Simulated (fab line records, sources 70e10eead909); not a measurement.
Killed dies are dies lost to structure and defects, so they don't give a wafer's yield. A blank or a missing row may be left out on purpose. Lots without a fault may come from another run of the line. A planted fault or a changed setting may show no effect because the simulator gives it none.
A struck lot beside a sound one | flow nand_harc | 15 steps out of a route of 1302
Sound: wafers L828.2, L828.3, L828.5. Struck: wafers L838.1, L838.4, L838.6. The cause comes at the end.
At each step with rows: each side's tool, then ch and its chambers, then its first start. Under that, the readings that differ: sound wafers | struck wafers | difference of the means | sigmas: that difference in standard deviations of wafers without a fault.
alike: readings whose means differ by less than 2 such deviations, and words and numbers that are the same on both sides. not compared: withheld readings, readings that some wafer has no value for, bounds like >300 that may hide the same value, and numbers for which the record gives no deviation and whose values overlap.
The two part at a step that has a row with sigmas, a row that says differs or no value, or rows on one side only. Numbers that don't overlap but have no deviation are shown without sigmas and don't part them. A reading that every wafer of one side lacks parts them only if that side has two wafers or more.

NHARC_A_CONTACT_ETCH_122: etches the open film in C4F8/O2/Ar, time 190 s, target depth 1850 nm.
  sound on har_cap_etch-03 ch 0,1, day 22 06:17; struck on har_cap_etch-03 ch 0, day 26 01:44
  alike: chamber_pressure_mTorr
  not compared: rf_hours_counter_h
then, 1 step without rows for these wafers: NHARC_A_CONTACT_ETCH_123 (etches the open film in C4F8/O2/Ar, time 490 s, target depth 2110 nm).
NHARC_A_CONTACT_ETCH_90: etches the open film in CH3F/O2, target depth 40 nm, time 85.7 s.
  sound on rie_diel-09 ch 0,2,3, day 22 07:38; struck on rie_diel-13 ch 1,2, day 26 02:51
  alike: chamber_pressure_mTorr, drypump_motor_current_A, o2_flow_sccm, oes_product_au, rf_vpp_V, showerhead_plenum_p_Torr, throttle_valve_pct
  not compared: rf_hours_counter_h
NHARC_A_CONTACT_ETCH_96: etches the open film in C4F6/O2, target depth 20 nm, time 10 s.
  sound on rie_diel-09 ch 0,3, day 22 07:49; struck on rie_diel-13 ch 0,1,3
  alike: chamber_pressure_mTorr, drypump_motor_current_A, o2_flow_sccm, oes_product_au, rf_vpp_V, showerhead_plenum_p_Torr, throttle_valve_pct
  not compared: rf_hours_counter_h
NHARC_A_CONTACT_CD_MEAS_53:
  sound on cd_sem-02, day 22 07:53; struck on cd_sem-03, day 26 03:04
  reading    | sound             | struck            | difference | sigmas
  cd_nm (nm) | 290.9 290.9 291.2 | 288.5 288.3 288.2 | -2.7       | -4
then, 3 steps without rows for these wafers: NHARC_A_CONTACT_STRIP_99 (strips in N2/H2); NHARC_A_CONTACT_STRIP_100 (strips in CF4/CHF3); NHARC_A_CONTACT_STRIP_101 (strips in O2/COS).
NHARC_A_CONTACT_ETCH_102: etches the open film in CF4/O2, target depth 100 nm, overetch 10 nm, time 55 s.
  sound on rie_diel-13 ch 2,3, day 22 08:11; struck on rie_diel-13 ch 1,2,3, day 26 03:22
  alike: chamber_pressure_mTorr, drypump_motor_current_A, o2_flow_sccm, oes_product_au, rf_vpp_V, showerhead_plenum_p_Torr, throttle_valve_pct
  not compared: rf_hours_counter_h
then, 2 steps without rows for these wafers: NHARC_A_CONTACT_STRIP_55 (strips in O2); NHARC_A_CONTACT_STRIP_56 (strips in post etch residue remover, time 600 s).
NHARC_A_CONTACT_DEP_57: deposits aC, target thk 5300 nm.
  sound on acl_dep-01 ch 0, day 22 11:26; struck on acl_dep-02 ch 0, day 26 04:01
  alike: throttle_valve_pct
NHARC_A_CONTACT_DEP_58: deposits SiON, target thk 90 nm.
  sound on pecvd-02 ch 0,1,2, day 22 14:08; struck on pecvd-02 ch 0,1,2, day 26 07:19
  reading            | sound             | struck            | difference | sigmas
  rf_fwd_power_W (W) | 346.4 348.1 346.2 | 403.7 403.4 404.8 | +57.1      | +52
  alike: heater_power_w
  not compared: since_wet_clean_h
then, 1 step without rows for these wafers: NHARC_A_CONTACT_DEHYDRATE_59 (time 120 s).
-- the record jumps here: 3 days lie between the struck wafers' starts before and after (it left off in module A_CONTACT and takes up again in module END, whose first step shown is number 1302 of the route) --
NHARC_END_SORT_01:
  the record has rows for the struck wafers here (prober-01 ch 0, day 29 00:36) and none for the sound ones

WHERE THEY PART
First at NHARC_A_CONTACT_CD_MEAS_53; last, within this record, at NHARC_END_SORT_01.

WHY: what the simulator had put in
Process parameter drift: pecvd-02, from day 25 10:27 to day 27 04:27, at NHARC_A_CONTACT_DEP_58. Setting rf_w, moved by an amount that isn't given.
